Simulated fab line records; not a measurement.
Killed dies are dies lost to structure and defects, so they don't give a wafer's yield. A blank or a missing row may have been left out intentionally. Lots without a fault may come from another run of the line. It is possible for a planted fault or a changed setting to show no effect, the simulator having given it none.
fab line records	flow n5Finfet
record lots=4	wafers=11	lastDay=18
route steps=1938 shown BEOL_M15@1777 PASSIVATION@1936
lots with no fault: from the same line, run without faults
startH: start of the lot's first displayed wafer, in hours after the record's first day	waitH: hours from the lot's prior step to this one	" unchanged from the row above	L1.1+2: several wafers, shown together as one row	- no value present, or no start provided	* or withheld: withheld	< > ~ a bound
route shown NAME@n: names a module that has steps shown in the file, with the first one's number in the route	usual: the fault-free wafers' mean and standard deviation	same: alike in all rows	chamber/n: place in a boat	sites: per-site readings	_std_site: how widely they spread, as a standard deviation	_edge_site: the outer-site mean with the inner-site mean subtracted	radiusMm: for every site, how far away it sits from the centre of the wafer	mask NAME#n: copy n	behind: the last tool/chamber to shape the wafer	hold: what put the lot on hold/how long, in hours/how the hold closed	device: whichever transistor did not switch (one of n, p or np)	end of line: tests run on the same wafers once the route is complete	step lacking rows: just its recipe	killed: count of dies lost to structure and defects at first sort (not the wafer's yield)	map: a wafer's dies, x killed, . not, _ none there
set.NAME: the setting as run; set.NAME@STEP: as run at that earlier step	model.NAME: the simulator's own value behind a step, which no gauge read
lots seen at some steps along the route; tables by step, rows by wafer
services: the hour from which a tool's chamber was out of use, counted from the record's first day as startH (under 0 if before that day), plus the number of hours and why
## steps
# step N5_BEOL_M15_EBR_06
# recipe solvent=PGMEA	ebrWidthMm=1.5
# step N5_BEOL_M15_SOFTBAKE_05
# recipe tempC=130	timeS=60
# step N5_BEOL_M15_EXPOSE_07
# recipe maskId=V14	na=0.8	sourceShape=annular	sigmaInner=0.5	sigmaOuter=0.8	polarization=unpolarized	attpsmPhaseDeg=180	doseMj=41.25
# step N5_BEOL_M15_PEB_08
# recipe pebTempC=130	pebTimeS=90
# step N5_BEOL_M15_DEVELOP_09
# recipe developTimeS=45	rinseLiquid=diw	dry=airSpin	devTempC=21
# step N5_BEOL_M15_HARDBAKE_14
# recipe tempC=130	timeS=120
# step N5_BEOL_M15_DESCUM_15
# recipe chemistry=O2	timeS=7.9	sourcePowerW=50	biasPowerW=20	pressureMtorr=20	rfFrequencyHz=2.712e+07	tempC=40	o2FlowSccm=225
# step N5_BEOL_M15_ETCH_59
# recipe chemistry=N2/H2	target=BARC	targetDepthA=890	overetchA=267	timeS=67.9	ionEnergyEv=200	pressureMtorr=30	sourceW=840	biasW=150	n2FlowSccm=200	h2FlowSccm=200
# step N5_BEOL_M15_VIA_ETCH_16
# recipe chemistry=C4F8/O2/Ar	target=SiO2	heInnerTorr=15	heOuterTorr=30	targetDepthA=17922	timeS=withheld	ionEnergyEv=800	pressureMtorr=20	sourceW=1905	biasW=2040	Ar_flow_sccm=400	C4F8_flow_sccm=16	O2_flow_sccm=12	ends=cleared
# step N5_BEOL_M15_STRIP_63
# recipe chemistry=O2	powerW=600	tempC=60	pressureMtorr=30	rfFrequencyHz=6e+07	biasPowerW=0	overashFraction=0.3	o2FlowSccm=225
# usual drypumpMotorCurrentA=5.9/0.32	oesProductAu=0.82/0.084	rfVppV=3.6/0.78	showerheadPlenumPTorr=2.08/0.091	throttleValvePct=16.57/0.24
# same overashFraction=0.3
lot.wafer	tool	chamber	startH	waitH	drypumpMotorCurrentA	oesProductAu	rfHoursCounterH	rfVppV	showerheadPlenumPTorr	throttleValvePct
L692.1	rieDiel-03	2	338	-	6.5	0.89	43	4.2	2.07	16.38
L692.3	"	3	"	"	5.5	0.89	27	5.2	2.22	16.16
L692.6	"	2	"	"	6.5	0.87	-	4.8	2.07	16.37
L693.4	rieDiel-03	3	354	-	5.5	0.89	33	4.7	2.22	16.16
L693.5	"	0	"	"	5.9	0.80	-	3.5	2.11	16.83
L693.6	"	1	"	"	5.6	0.69	-	4.2	1.98	17.08
L695.1	rieDiel-06	0	391	-	5.5	0.88	31	3.2	2.22	16.38
L695.5	"	1	"	"	6.2	0.81	-	3.2	2.03	16.78
L700.1	rieDiel-04	1	416	-	6.2	0.68	237	1.5	2.16	16.73
L700.3	"	2	"	"	6.0	0.84	57	4.1	2.12	16.58
L700.4	"	3	"	"	5.6	0.73	186	3.5	1.93	16.58
# step N5_BEOL_M15_STRIP_64
# recipe chemistry=O2	powerW=600	tempC=60	pressureMtorr=30	rfFrequencyHz=6e+07	biasPowerW=0	overashFraction=0.3	o2FlowSccm=225
# step N5_BEOL_M15_STRIP_65
# recipe chemistry=postEtchResidueRemover	timeS=60	tempC=25	removerPh=withheld	removerWaterWtPct=withheld	removerFluorideWtPct=withheld
# step N5_BEOL_M15_SRD_66
# recipe timeS=30	tempC=23	rinseLiquid=diw	dry=n2Spin	spinRpm=1500	dryTimeS=30
# step N5_BEOL_M15_COAT_56
# recipe resist=SOC	tempC=250	timeS=60	spinRpm=1500	resistThkNm=550
# step N5_BEOL_M15_ETCH_57
# recipe chemistry=N2/H2	target=SOC	sourceW=3000	biasW=350	timeS=750	ionEnergyEv=200	pressureMtorr=30	n2FlowSccm=200	h2FlowSccm=200
# step N5_BEOL_M15_COAT_60
# recipe resist=BARC	tempC=205	timeS=60	spinRpm=1500	resistThkNm=89
# step N5_BEOL_M15_COAT_22
# recipe spinRpm=1704	resistThkNm=800
# step N5_BEOL_M15_EBR_24
# recipe solvent=PGMEA	ebrWidthMm=1.5
# step N5_BEOL_M15_SOFTBAKE_23
# recipe tempC=130	timeS=60
# step N5_BEOL_M15_EXPOSE_25
# recipe maskId=M15	na=0.8	sourceShape=annular	sigmaInner=0.5	sigmaOuter=0.8	polarization=unpolarized	targetCdNm=400	doseMj=35.5
# step N5_BEOL_M15_PEB_26
# recipe pebTempC=130	pebTimeS=90
# step N5_BEOL_M15_DEVELOP_27
# recipe developTimeS=45	rinseLiquid=diw	dry=airSpin	devTempC=21
# step N5_BEOL_M15_HARDBAKE_32
# recipe tempC=130	timeS=120
# step N5_BEOL_M15_INSPECT_30
# recipe mode=adi	inspectInstrument=macro
# usual rawDefectCount=2.1/1.3
lot.wafer	tool	chamber	startH	waitH	rawDefectCount
L692.1	defectInspect-01	-	339.52	0.0	>300
L692.3	"	-	"	"	>300
L692.6	"	-	"	"	>300
L693.4	defectInspect-01	-	355.94	0.0	>300
L693.5	"	-	"	"	>300
L693.6	"	-	"	"	>300
L695.1	defectInspect-02	-	392.26	0.0	1
L695.5	"	-	"	"	1
L700.1	defectInspect-01	-	417.53	0.0	0
L700.3	"	-	"	"	3
L700.4	"	-	"	"	2
# step N5_BEOL_M15_DESCUM_33
# recipe chemistry=O2	timeS=7.9	sourcePowerW=50	biasPowerW=20	pressureMtorr=20	rfFrequencyHz=2.712e+07	tempC=40	o2FlowSccm=225
# step N5_PASSIVATION_PROBE_49
# usual defectLimitedYield=90.9/1.6	killed_at_M0_to_M3=34/10	killed_at_M4_up=13/5.4	killedAtContacts=13/6	killedAtFrontEnd=42/13	killedAtOther=4/3.2	killedDies=107/18	killedOpen=69/14	killedShort=35/7.7	sort_bin_5_function=5.3/1	sort_bin_6_memory=3.3/0.75	sortNPass=1073/19	sortYieldPct=90.9/1.6
# same grossDies=1180	killedAtBackSide=0	sort_bin_4_leakage[%]=0	sort_bin_8_speed[%]=0
lot.wafer	tool	chamber	startH	waitH	defectLimitedYield[%]	killed_at_M0_to_M3	killed_at_M4_up	killedAtContacts	killedAtFrontEnd	killedAtOther	killedDies	killedOpen	killedShort	sort_bin_5_function[%]	sort_bin_6_memory[%]	sortNPass	sortYieldPct[%]
L692.1	prober-02	-	357.07	0.0	81.6	28	149	10	24	6	217	56	32	10.8	4.5	963	81.6
L692.3	prober-02	-	357.17	0.1	85.9	30	88	5	39	4	166	82	22	9.3	3.2	1014	85.9
L692.6	prober-02	-	357.32	0.3	80.8	26	144	5	47	5	227	60	33	12.6	3.8	953	80.8
L693.4	prober-02	-	374.81	0.2	83.9	38	84	7	58	3	190	85	31	9.4	4.9	990	83.9
L693.5	prober-02	-	374.86	0.2	81.9	42	102	11	56	2	213	91	29	10.3	5.8	967	81.9
L693.6	prober-02	-	374.91	0.3	78.9	43	144	9	45	8	249	84	30	14.4	4.2	931	78.9
L695.1	prober-02	-	407.78	0.0	91.9	31	11	18	35	1	96	56	30	4.7	3.3	1084	91.9
L695.5	prober-02	-	407.98	0.2	93.2	39	7	5	25	4	80	47	32	3.6	3.0	1100	93.2
L700.1	prober-02	-	432.47	0.0	90.3	18	17	16	61	3	115	60	47	6.4	3.1	1065	90.3
L700.3	prober-02	-	432.57	0.1	90.8	29	6	13	54	6	108	69	32	5.9	3.1	1072	90.8
L700.4	prober-02	-	432.62	0.2	89.3	42	8	8	64	4	126	88	35	6.1	3.8	1054	89.3
# killed by level:class
L692.1 BEOL_M15:unspecified=127 BEOL_M4:geometricParticle:open=9 BEOL_M3:geometricParticle:open=9 MOL_CONTACT_COAG:geometricParticle:open=7 STI_FIN_REVEAL:geometricParticle:open=6 BEOL_M0_SAQP:geometricParticle:open=4 BEOL_M0:geometricParticle:short=4 PASS1_CAP:geometricParticle:short=4
L692.3 BEOL_M15:unspecified=59 BEOL_M4:geometricParticle:open=11 FIN_SAQP:geometricParticle:open=10 DUMMY_GATE:geometricParticle:open=9 BEOL_M1:geometricParticle:open=8 BEOL_M0_SAQP:geometricParticle:open=7 STI_FIN_REVEAL:geometricParticle:open=5 BEOL_M3:geometricParticle:open=5
L692.6 BEOL_M15:unspecified=128 DUMMY_GATE:geometricParticle:open=11 STI_FIN_REVEAL:geometricParticle:open=10 BEOL_M2:geometricParticle:open=8 BEOL_M4:geometricParticle:open=7 DUMMY_GATE:geometricParticle:short=6 BEOL_M0_SAQP:geometricParticle:short=4 BEOL_M3:geometricParticle:open=4
L693.4 BEOL_M15:unspecified=60 STI_FIN_REVEAL:geometricParticle:open=14 BEOL_M4:geometricParticle:open=13 FIN_CUT:areaEtch=9 BEOL_M0_SAQP:geometricParticle:open=8 BEOL_M3:geometricParticle:open=8 BEOL_M0_SAQP:geometricParticle:short=7 BEOL_M1:geometricParticle:open=7
L693.5 BEOL_M15:unspecified=93 FIN_SAQP:geometricParticle:open=18 STI_FIN_REVEAL:geometricParticle:open=17 BEOL_M2:geometricParticle:open=13 BEOL_M3:geometricParticle:open=10 MOL_CONTACT_COAG:geometricParticle:open=9 BEOL_M0_SAQP:geometricParticle:short=6 DUMMY_GATE:geometricParticle:open=5
L693.6 BEOL_M15:unspecified=132 BEOL_M3:geometricParticle:open=15 STI_FIN_REVEAL:geometricParticle:open=12 BEOL_M0_SAQP:geometricParticle:open=7 BEOL_M0_SAQP:geometricParticle:short=6 DUMMY_GATE:geometricParticle:open=5 SPACER0:geometricParticle:open=5 MOL_CONTACT_COAG:geometricParticle:open=5
L695.1 MOL_CONTACT_COAG:geometricParticle:open=14 FIN_SAQP:geometricParticle:open=8 BEOL_M1:geometricParticle:open=7 BEOL_M3:geometricParticle:short=7 STI_FIN_REVEAL:geometricParticle:open=6 BEOL_M0_SAQP:geometricParticle:short=6 BEOL_M4:geometricParticle:open=4 FIN_CUT:areaEtch=4
L695.5 BEOL_M0_SAQP:geometricParticle:short=12 BEOL_M1:geometricParticle:open=10 BEOL_M0_SAQP:geometricParticle:open=8 DUMMY_GATE:geometricParticle:open=5 BEOL_M2:geometricParticle:open=5 FIN_SAQP:geometricParticle:open=4 FIN_SAQP:geometricParticle:short=4 MOL_CONTACT_COAG:geometricParticle:open=4
L700.1 FIN_SAQP:geometricParticle:short=17 FIN_SAQP:geometricParticle:open=14 MOL_CONTACT_COAG:geometricParticle:open=12 BEOL_M4:geometricParticle:open=8 STI_FIN_REVEAL:geometricParticle:open=7 BEOL_M3:geometricParticle:open=5 GATE_CUT:geometricParticle:short=4 MOL_CONTACT_COAG:geometricParticle:short=4
L700.3 STI_FIN_REVEAL:geometricParticle:open=18 FIN_SAQP:geometricParticle:open=14 BEOL_M0_SAQP:geometricParticle:open=9 BEOL_M0_SAQP:geometricParticle:short=8 FIN_SAQP:geometricParticle:short=7 MOL_CONTACT_COAG:geometricParticle:open=7 BEOL_M3:geometricParticle:open=5 BEOL_M4:geometricParticle:open=5
L700.4 STI_FIN_REVEAL:geometricParticle:open=23 BEOL_M0_SAQP:geometricParticle:open=12 BEOL_M3:geometricParticle:open=12 FIN_SAQP:geometricParticle:open=10 FIN_SAQP:geometricParticle:short=8 BEOL_M0_SAQP:geometricParticle:short=8 MOL_CONTACT_COAG:geometricParticle:open=7 STI_FIN_REVEAL:geometricParticle:short=5
# map L692.6 (x killed, . not)
_________________.........x..________________
______________.................._____________
___________.....x....x.............__________
__________...........x....x........._________
________........x.....x..x..x........._______
_______.......xxxx.xxx.........x.......______
______........xxxxxxx.xxxx.....x........_____
_____......x..xxxxxxxxx...x...........x..____
____........x.xxxxxxxxxxx.................___
___..........xxxxxxxxxxxx..x....x.x....x...__
___..........xxxxxxxxxxxxxx..x............x__
__.........xxxxxxxxxxxxxxxx................._
__.........x.xxxxxxxxxxxxx....x....x........_
_............xxxxxxxxxxxx.x....xx....x.......
_.........x..xxxxxxxxxxx.xx..................
_..xx......x...xxxxxxxxx..........x..........
_.........x....x..x....x..............x......
_............x...x....xx.x...................
_x...............x............x.x..xx........
_.....x..........x..xx......x..x..x....x...x.
_......xx..................xx........x.....x.
__........x...................x.........x..._
__...x.x..x.......x.x........x............x._
___.........x....................x.........__
___..................x..x..x...............__
____.xx....x...................x..........___
_____xx.............x.....x..........x...____
______.................................._____
_______...............x................______
________x..x..x.x.........x.......x..._______
__________.................x..x....._________
___________........................__________
______________............x.x.x._____________
_________________............________________
# map L693.6 (x killed, . not)
_________________............________________
______________.....x.x......x..._____________
___________......x.x.......xxx.....__________
__________...x.x...................._________
________x...........x................._______
_______....x........x.............x....______
______x......................x........x._____
_____.........................x..........____
____......xx.x.................x..........___
___x......x......x........x......x.....xx..__
___...x..........x.....x...........x.......__
__............x.x.............x....x........_
__..x....x........x.xx......................_
_.........x..........x...x.x.x...........x...
_.x.................x..xx..xxx..x.x.......x..
_.......x..............xxxxxxxxx..x..........
_.x.........x........x.xxxxxxxxxx..x.........
_................x...xxxxxxxxxxxxxx..........
_........x...x.......xxxxxxxxxxxxxxxx........
_xx.x..........x.....xxxxxxxxxxxxxx......x.x.
_x.xxx.........x....x.xxxxxxxxxxxxxx.........
__....................xxxxxxxxxxxxx........._
__.......x...........xxxxxxxxxxxx...x......._
___x.....x............x.xxxxxxxxx.x.x......__
___.......x.....x....xx.xxxxxxxx......x....__
____....x...............xx..xxxx....x....x___
_____.xx......x.x........x......x...x.x..____
______.x..x..x...............x.....x...._____
_______............x....x......x.......______
________.x.........x.x.x.............._______
__________.........................._________
___________..........xx...x........__________
______________..x.......x...x..._____________
_________________....x..x.x..________________
## services
tool	chamber	startH	hours	kind
rieDiel-06	-	318.79	1.1	repair
rieDiel-04	0	341.79	8.0	repair
rieDiel-06	0	366.77	5.4	repair
rieDiel-03	1	373.77	-	clean
rieDiel-03	1	373.77	-	consumableReplace:esc
rieDiel-03	1	373.77	-	consumableReplace:focusRing
rieDiel-03	1	373.77	-	consumableReplace:showerhead
rieDiel-03	1	373.77	29.0	scheduledDown
rieDiel-03	1	373.77	29.0	ventCycle
rieDiel-04	0	391.03	6.1	repair
rieDiel-06	3	398.14	6.2	repair
## key
firstSign step=N5_BEOL_M15_INSPECT_30	reading=rawDefectCount	direction=up	sigmas=99+	usual=2.1	struck=>300	through=controlLoop
effect step=N5_PASSIVATION_PROBE_49	reading=killed_at_M4_up	direction=up	sigmas=19	usual=13	struck=118
moreKillsBornAt N5_BEOL_M15_STRIP_63@rieDiel-03=599
metAt N5_BEOL_M15_STRIP_63
struckWafers L692.1,L692.3,L692.6,L693.4,L693.5,L693.6
loopTrim step=N5_BEOL_M15_EXPOSE_25	setting=dose	lots=L693
fault kind=chamberParticleSource	tool=rieDiel-03	chamber=-	onsetH=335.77	steps=N5_BEOL_M15_STRIP_63	ratePerVisitCm2=1.0995	endH=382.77
# loopTrim: a control loop set the setting to another value than it would have without faults
